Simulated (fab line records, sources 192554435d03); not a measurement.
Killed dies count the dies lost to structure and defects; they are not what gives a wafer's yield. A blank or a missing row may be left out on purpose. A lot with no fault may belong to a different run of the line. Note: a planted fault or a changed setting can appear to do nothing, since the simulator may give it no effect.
Which tool did it? ; flow n5Finfet ; 9 lots, 27 wafers sampled, at 6 steps of a route of 1938

## WHAT THE GAUGES READ, wafer by wafer
N5_STI_FIN_REVEAL_CD_MEAS_22: target cd 6.238 nm, pitch 28 nm. Usual: cdNm reads 6.16 nm (standard deviation 0.25).
lot;measured;on;cdNm (nm);flag
L118;day 2 13:09;cdSem-01;5.80 6.77 6.18;
L120;day 3 06:35;cdSem-02;6.03 6.23 5.39;
L135;day 6 19:40;cdSem-03;7.10 7.28 7.46;OFF
L136;day 7 02:14;cdSem-01;7.32 7.05 6.96;OFF
L137;day 7 10:15;cdSem-02;7.16 6.93 6.74;OFF
L138;day 7 13:58;cdSem-01;5.88 5.73 6.14;
L139;day 7 18:53;cdSem-03;6.14 6.29 5.99;
L140;day 8 02:50;cdSem-01;6.28 6.65 6.29;
L141;day 8 06:54;cdSem-03;6.16 6.02 6.25;

N5_BEOL_M4_RC_MEAS_101. Usual: DIBL_N 35.9 mV/V, standard deviation 1.6; DIBL_P 35.6 mV/V, standard deviation 2.1; IOFF_N 0.149 nA/um, standard deviation 0.029; IOFF_N_85C 2.9 nA/um, standard deviation 0.47; IOFF_N_LIN 0.070 nA/um, standard deviation 0.012; IOFF_N_LONG 5.5e-05 nA/um, standard deviation 2.8e-06; IOFF_P 0.20 nA/um, standard deviation 0.033; IOFF_P_85C 3.5 nA/um, standard deviation 0.49; IOFF_P_LIN 0.095 nA/um, standard deviation 0.013; ION_N 671 uA/um, standard deviation 11; ION_P 460 uA/um, standard deviation 7.3; REXT_N 74.9 ohm.um, standard deviation 1.9; REXT_P 100.9 ohm.um, standard deviation 2.6; SS_N 71.4 mV/dec, standard deviation 0.62; SS_P 73.2 mV/dec, standard deviation 0.65; VT_N 251 mV, standard deviation 3.1; VT_N_LONG 275.3 mV, standard deviation 2.3; VT_N_LVT 100 mV, standard deviation 3.7; VT_P -251 mV, standard deviation 3.4.
lot;measured;on;DIBL_N (mV/V);DIBL_P (mV/V);IOFF_N (nA/um);IOFF_N_85C (nA/um);IOFF_N_LIN (nA/um);IOFF_N_LONG (nA/um);IOFF_P (nA/um);IOFF_P_85C (nA/um);IOFF_P_LIN (nA/um);ION_N (uA/um);ION_P (uA/um);REXT_N (ohm.um);REXT_P (ohm.um);SS_N (mV/dec);SS_P (mV/dec);VT_N (mV);VT_N_LONG (mV);VT_N_LVT (mV);VT_P (mV);flag
L118;day 7 21:37;prober-02;35.4 34.5 34.0;33.8 34.4 34.4;0.133 0.124 0.116;2.7 2.5 2.4;0.059 0.059 0.057;5.39e-05 5.17e-05 5.16e-05;0.15 0.15 0.16;2.8 2.9 2.9;0.075 0.076 0.078;662 656 655;445 451 453;74.8 75.0 75.4;99.7 99.8 98.3;70.8 70.5 69.8;72.5 72.7 72.6;251 254 254;277.7 278.2 279.5;100 100 101;-258 -256 -257;
L120;day 8 12:00;prober-01;34.8 35.9 33.8;36.8 38.6 35.6;0.153 0.169 0.124;3.0 3.2 2.5;0.069 0.074 0.058;5.15e-05 5.06e-05 5.04e-05;0.19 0.20 0.17;3.3 3.5 3.0;0.090 0.094 0.082;687 676 654;462 455 454;74.9 75.7 75.5;106.2 107.4 106.7;71.7 72.1 71.4;73.5 73.4 72.9;252 252 260;278.6 275.8 280.2;100 99 106;-255 -253 -256;
L135;day 12 09:48;prober-02;43.9 42.8 43.3;47.1 44.4 44.5;0.412 0.356 0.380;7.0 6.2 6.5;0.192 0.161 0.171;6.76e-05 6.89e-05 6.87e-05;0.47 0.37 0.39;7.1 5.8 6.0;0.210 0.176 0.182;717 707 712;484 475 484;71.9 70.5 70.2;94.2 95.5 95.5;74.1 73.2 73.9;76.1 75.4 75.6;234 237 238;267.9 264.7 269.9;87 91 89;-241 -247 -244;OFF
L136;day 12 13:02;prober-02;41.9 42.8 41.8;43.7 44.8 43.7;0.298 0.331 0.322;5.3 5.8 5.7;0.149 0.161 0.159;6.98e-05 6.86e-05 7.12e-05;0.33 0.37 0.34;5.4 5.9 5.5;0.166 0.178 0.168;712 719 733;479 483 490;72.5 71.9 71.5;94.4 94.9 95.1;72.6 72.7 72.1;75.7 75.9 75.6;238 239 236;265.0 264.5 267.4;87 86 85;-248 -243 -246;OFF
L137;day 12 17:01;prober-02;41.9 40.8 41.9;43.7 41.9 43.5;0.335 0.311 0.346;5.7 5.4 5.8;0.158 0.149 0.160;7.56e-05 7.62e-05 7.67e-05;0.41 0.37 0.40;6.2 5.7 6.2;0.199 0.188 0.198;715 703 707;485 480 480;66.7 66.6 66.8;92.1 91.9 92.5;72.6 72.8 73.2;75.3 74.5 75.1;236 238 237;264.4 267.5 263.9;88 89 88;-240 -242 -240;OFF
L138;day 12 19:22;prober-01;35.7 33.7 36.3;34.9 32.6 35.9;0.132 0.110 0.150;2.6 2.2 2.9;0.063 0.053 0.066;5.51e-05 5.44e-05 5.56e-05;0.20 0.17 0.21;3.6 3.1 3.7;0.100 0.089 0.101;672 651 664;465 454 453;73.6 74.6 73.7;97.3 97.3 97.7;72.0 70.9 71.7;73.4 72.2 73.2;254 254 252;274.6 276.2 276.9;103 104 102;-250 -249 -248;
L139;day 13 00:59;prober-02;36.6 35.3 35.5;35.6 35.2 34.1;0.183 0.175 0.161;3.4 3.3 3.1;0.085 0.083 0.074;5.75e-05 5.77e-05 5.82e-05;0.23 0.23 0.20;4.0 4.0 3.6;0.107 0.108 0.097;677 686 670;466 469 457;74.5 75.5 75.3;103.6 102.9 104.5;72.1 71.3 72.1;73.3 73.8 73.5;245 245 248;271.5 272.3 274.1;96 95 99;-249 -248 -251;
L140;day 13 12:37;prober-02;36.8 38.7 39.1;35.2 38.1 38.4;0.157 0.199 0.213;3.1 3.8 4.0;0.073 0.090 0.095;6.13e-05 5.98e-05 6.08e-05;0.21 0.26 0.27;3.5 4.4 4.4;0.098 0.119 0.118;681 683 697;468 467 475;74.7 76.6 76.2;98.7 100.2 99.7;70.7 71.9 72.5;73.0 73.8 74.2;253 245 244;271.3 271.4 272.7;97 93 91;-250 -244 -248;
L141;day 13 15:45;prober-02;34.6 34.9 35.7;34.7 33.6 34.8;0.133 0.135 0.154;2.7 2.7 3.0;0.065 0.064 0.071;5.68e-05 5.79e-05 5.8e-05;0.19 0.16 0.19;3.4 3.0 3.4;0.091 0.082 0.091;665 679 681;458 461 459;76.5 76.1 75.8;103.0 105.2 104.1;71.8 71.3 71.5;72.8 72.4 73.6;251 252 250;273.8 273.2 274.5;99 100 96;-251 -253 -249;

## WHICH TOOL RAN EACH LOT (tool, then ch and the chambers of the sampled wafers, then the start)
lot;N5_FIN_CUT_CUT_ETCH_26;N5_STI_FIN_REVEAL_CMP_04;N5_STI_FIN_REVEAL_ETCH_34;N5_STI_FIN_REVEAL_OXIDATION_33
L118;rieDiel-04 ch 0,1, day 2 03:47;cmp-03 ch 1,2, day 2 09:23;rieSi-04 ch 1,2, day 2 12:34;plasmaAsher-01 ch 0,1, day 2 13:00
L120;rieDiel-04 ch 1,2, day 2 15:35;cmp-02 ch 0,1,3, day 3 03:13;rieSi-04 ch 1,2, day 3 06:01;plasmaAsher-01 ch 0,1, day 3 06:26
L135;rieDiel-04 ch 0,1, day 6 09:38;cmp-02 ch 0,2, day 6 16:15;rieSi-01 ch 0,1,2, day 6 19:05;plasmaAsher-01 ch 0,1, day 6 19:31
L136;rieDiel-04 ch 0,2, day 6 17:10;cmp-02 ch 1,2,3, day 6 22:49;rieSi-04 ch 1,3, day 7 01:39;plasmaAsher-01 ch 0,1, day 7 02:04
L137;rieDiel-01 ch 0,2,3, day 6 22:41;cmp-03 ch 0,1,3, day 7 06:39;rieSi-04 ch 0,2,3, day 7 09:40;plasmaAsher-01 ch 0,1, day 7 10:05
L138;rieDiel-04 ch 0,1,2, day 7 04:41;cmp-04 ch 0,2,3, day 7 10:26;rieSi-01 ch 1,2,3, day 7 13:23;plasmaAsher-01 ch 0,1, day 7 13:48
L139;rieDiel-01 ch 0,3, day 7 09:27;cmp-03 ch 0,2, day 7 15:28;rieSi-04 ch 0,2, day 7 18:18;plasmaAsher-02 ch 0, day 7 18:43
L140;rieDiel-04 ch 0,3, day 7 16:53;cmp-03 ch 1,3, day 7 22:50;rieSi-02 ch 0,2, day 8 02:14;plasmaAsher-01 ch 0,1, day 8 02:40
L141;rieDiel-04 ch 0,2,3, day 7 21:42;cmp-04 ch 2,3, day 8 03:18;rieSi-04 ch 1,2,3, day 8 06:19;plasmaAsher-01 ch 0,1, day 8 06:43
- N5_FIN_CUT_CUT_ETCH_26: etches SiNx in CH3F/O2, target depth 39 nm, time 55.7 s.
- N5_STI_FIN_REVEAL_CMP_04: polishes, stops on Si3N4, t overpolish 4 s, target thk 131.83 nm.
- N5_STI_FIN_REVEAL_ETCH_34: etches Si in H2, material Si, target depth 0.97 nm.
- N5_STI_FIN_REVEAL_OXIDATION_33: chemistry O2 PLASMA REMOTE, time 20 s.

## AS READ BY THE TOOLS THEMSELVES (means over the sampled wafers that have a number; for cases with no such wafer, the mark the record gives instead)
N5_FIN_CUT_CUT_ETCH_26. Usual: biasW 73.03 W, standard deviation 0.2; drypumpMotorCurrentA 5.6 A, standard deviation 0.47; oesProductAu 0.74 a.u., standard deviation 0.046; rfVppV 297 V, standard deviation 4.2; showerheadPlenumPTorr 2.00 Torr, standard deviation 0.06; throttleValvePct 16.46 %, standard deviation 0.27.
lot;tool;biasW (W);drypumpMotorCurrentA (A);oesProductAu (a.u.);rfVppV (V);showerheadPlenumPTorr (Torr);throttleValvePct (%);flag
L118;rieDiel-04;72.88;5.6;0.72;301;1.98;16.55;
L120;rieDiel-04;72.87;6.0;0.73;300;2.02;16.39;
L135;rieDiel-04;73.00;5.2;0.70;301;1.94;16.58;
L136;rieDiel-04;73.03;5.0;0.71;298;1.97;16.41;
L137;rieDiel-01;73.09;5.8;0.72;292;1.98;16.49;
L138;rieDiel-04;72.97;5.5;0.71;299;1.99;16.43;
L139;rieDiel-01;72.78;5.4;0.70;291;2.00;16.58;
L140;rieDiel-04;72.96;5.1;0.70;300;1.93;16.66;
L141;rieDiel-04;73.00;5.4;0.72;298;1.99;16.50;

N5_STI_FIN_REVEAL_CMP_04. Usual: motorCurrentA 8.2 A, standard deviation 0.79; overpolishRunS 4.000 s, standard deviation 0.0093; timeToEndpointS 103 s, standard deviation 4.7.
lot;tool;motorCurrentA (A);overpolishRunS (s);timeToEndpointS (s);flag
L118;cmp-03;8.6;3.992;100;
L120;cmp-02;8.2;4.008;107;
L135;cmp-02;8.3;3.992;100;
L136;cmp-02;7.9;4.002;98;
L137;cmp-03;9.0;4.000;106;
L138;cmp-04;8.7;3.995;107;
L139;cmp-03;8.1;3.999;102;
L140;cmp-03;9.0;3.986;99;
L141;cmp-04;8.9;4.002;99;

N5_STI_FIN_REVEAL_ETCH_34. Usual: drypumpMotorCurrentA 5.8 A, standard deviation 0.51; oesProductAu 0.992 a.u., standard deviation 0.019; throttleValvePct 25.9 %, standard deviation 0.54.
lot;tool;drypumpMotorCurrentA (A);oesProductAu (a.u.);throttleValvePct (%);flag
L118;rieSi-04;5.6;1.001;25.8;
L120;rieSi-04;5.3;1.013;25.4;
L135;rieSi-01;5.6;0.968;26.0;
L136;rieSi-04;5.7;0.994;25.9;
L137;rieSi-04;5.7;1.010;25.3;
L138;rieSi-01;5.9;0.988;26.4;
L139;rieSi-04;6.1;1.019;25.2;
L140;rieSi-02;5.8;1.019;25.9;
L141;rieSi-04;5.4;1.003;25.6;

N5_STI_FIN_REVEAL_OXIDATION_33. Usual: chamberPressureMTorr 999.9 mTorr, standard deviation 1.5; drypumpMotorCurrentA 5.3 A, standard deviation 0.32; heaterPowerW 129 W, standard deviation 4.2.
lot;tool;chamberPressureMTorr (mTorr);drypumpMotorCurrentA (A);heaterPowerW (W);flag
L118;plasmaAsher-01;1000.4;5.0;128;
L120;plasmaAsher-01;995.1;5.1;129;OFF
L135;plasmaAsher-01;-;-;-;OFF
L136;plasmaAsher-01;-;-;-;OFF
L137;plasmaAsher-01;-;-;-;OFF
L138;plasmaAsher-01;1000.4;5.2;132;
L139;plasmaAsher-02;998.8;5.8;137;
L140;plasmaAsher-01;999.4;5.2;129;
L141;plasmaAsher-01;1000.8;5.2;129;

## THE ANSWER, worked out from the rows above alone
Rule: a lot is off if the mean of its wafers that have a number lies more than 3 standard deviations from the usual mean. A lot without any number at a reading at which 4 lots or more have one is off too. All remaining lots with rows at the step are treated as sound. The gauges are gone through in route order, then the tools' own readings, and for those a lot's mean is taken as printed above. At the first step where some lot is off, the reading lying furthest off is the one used; lots without a number count as furthest.
Off at N5_STI_FIN_REVEAL_CD_MEAS_22 (cdNm): L135, L136, L137.
A tool fits if, at a process step before that reading, it ran every lot that is off, and no sound lot after the first of them. Not tried: the gauges at N5_STI_FIN_REVEAL_CD_MEAS_22; whatever is off there is also off at N5_BEOL_M4_RC_MEAS_101, on other tools, and gauge error can't account for it. Not one of the candidates tried fits.

## WHAT THE SIMULATOR HAD INSERTED
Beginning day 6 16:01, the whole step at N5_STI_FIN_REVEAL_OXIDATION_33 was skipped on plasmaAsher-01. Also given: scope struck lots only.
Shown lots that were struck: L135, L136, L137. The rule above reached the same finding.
